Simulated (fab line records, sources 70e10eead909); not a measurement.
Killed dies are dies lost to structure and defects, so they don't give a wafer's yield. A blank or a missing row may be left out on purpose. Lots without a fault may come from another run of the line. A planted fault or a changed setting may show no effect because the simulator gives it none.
Problem report in the 8D (eight disciplines) form, filled by code | flow nand_harc | the parts of the form that need people (team, actions taken, sign-off) are left out

1. THE PROBLEM
time_to_endpoint_s at NHARC_A_CONTACT_CMP_20 reads a mean of 85 s on 3 wafers of 2 lots; wafers without a fault read 60 s with a standard deviation of 3.8. That is +6.6 standard deviations from the usual mean.
The step: polishes, t overpolish 30 s, target thk 300 nm.
First seen on wafer L666.3, day 24 05:36, on cmp-01. The record holds 32 wafers of 11 lots with a number at this step. Rule for "out", or "out of limits": more than 4 standard deviations from the usual mean. The other wafers with a number count as sound.

2. WHAT IT IS AND WHAT IT IS NOT
question                    | is                     | is not
which readings at this step | time_to_endpoint_s     | motor_current_A, overpolish_run_s, slurry_flow_ml_min
which lots                  | L666, L668             | L661, L664, L673, L676, L677, L679, L680, L682, L683
which wafers of those lots  | L666.3, L666.5, L668.5 | L666.6, L668.2
read on which tools         | cmp-01, cmp-03         | cmp-04
when                        | from day 24 05:36      | up to then (7 sound wafers); but 22 sound wafers of L668, L673, L676, L677, L679, L680, L682, L683 came after

3. SUSPECTS, AND WHAT RULES EACH OUT
Counting: a tool at a process step up to the reading stays a suspect if it ran every lot that is out. Sound lots after the first of them don't rule it out here, since some wafers of a struck lot are sound.
- rie_diel-12 at NHARC_A_CONTACT_STRIP_26 (strips in O2): kept. It ran every lot that is out, first L666 (day 24 05:05); its last sound lot up to then is L661 (day 22 11:09). NHARC_A_CONTACT_STRIP_26 gives no start for some lots, so the hours and the order of its lots are those of NHARC_A_CONTACT_CVD_19.
- cvd_w-02 at NHARC_A_CONTACT_CVD_19 (deposits W, target thk 300 nm, time 802 s): kept. It ran every lot that is out, first L666 (day 24 05:05); its last sound lot up to then is L661 (day 22 11:09).
- Within rie_diel-12 at NHARC_A_CONTACT_STRIP_26: the wafers that are out ran in chamber 3; their sound lot-mates ran in chambers 0, 2.
Left after counting: rie_diel-12 at NHARC_A_CONTACT_STRIP_26, cvd_w-02 at NHARC_A_CONTACT_CVD_19.

4. THE CAUSE (what the simulator had put in)
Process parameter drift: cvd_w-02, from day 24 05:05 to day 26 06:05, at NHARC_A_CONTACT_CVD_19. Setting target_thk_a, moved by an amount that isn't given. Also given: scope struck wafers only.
Counting left 2 suspects, and this tool is among them.

5. THE CHAIN OF EFFECTS, in route order
Each row: a reading whose mean over the struck wafers that have a number lies more than 3 standard deviations from the usual. Only readings for which the record gives a usual standard deviation are gone through. hours: the time from each lot's start at the first step in this table that gives one to its start at this step, as a median over the lots. sigmas: the change in usual standard deviations.
hours | step                   | reading            | usual | on struck wafers | change | sigmas
0     | NHARC_A_CONTACT_CMP_20 | time_to_endpoint_s | 60 s  | 85               | +25    | +6.6
The process steps in it:
- NHARC_A_CONTACT_CMP_20: polishes, t overpolish 30 s, target thk 300 nm.

6. WHAT WOULD HAVE CAUGHT IT SOONER
In this record the first reading out of limits was taken at day 24 05:36, 1 hour after the fault began at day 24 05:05.
Of the tool readings at NHARC_A_CONTACT_CVD_19 for which the record gives a usual standard deviation, none was out on any struck wafer, so an alarm limit of 4 standard deviations on them would not have fired.
Of the lots that are out (2), L668 began NHARC_A_CONTACT_CVD_19 on cvd_w-02 after day 24 05:36. A hold on the tool at that time would have spared it.
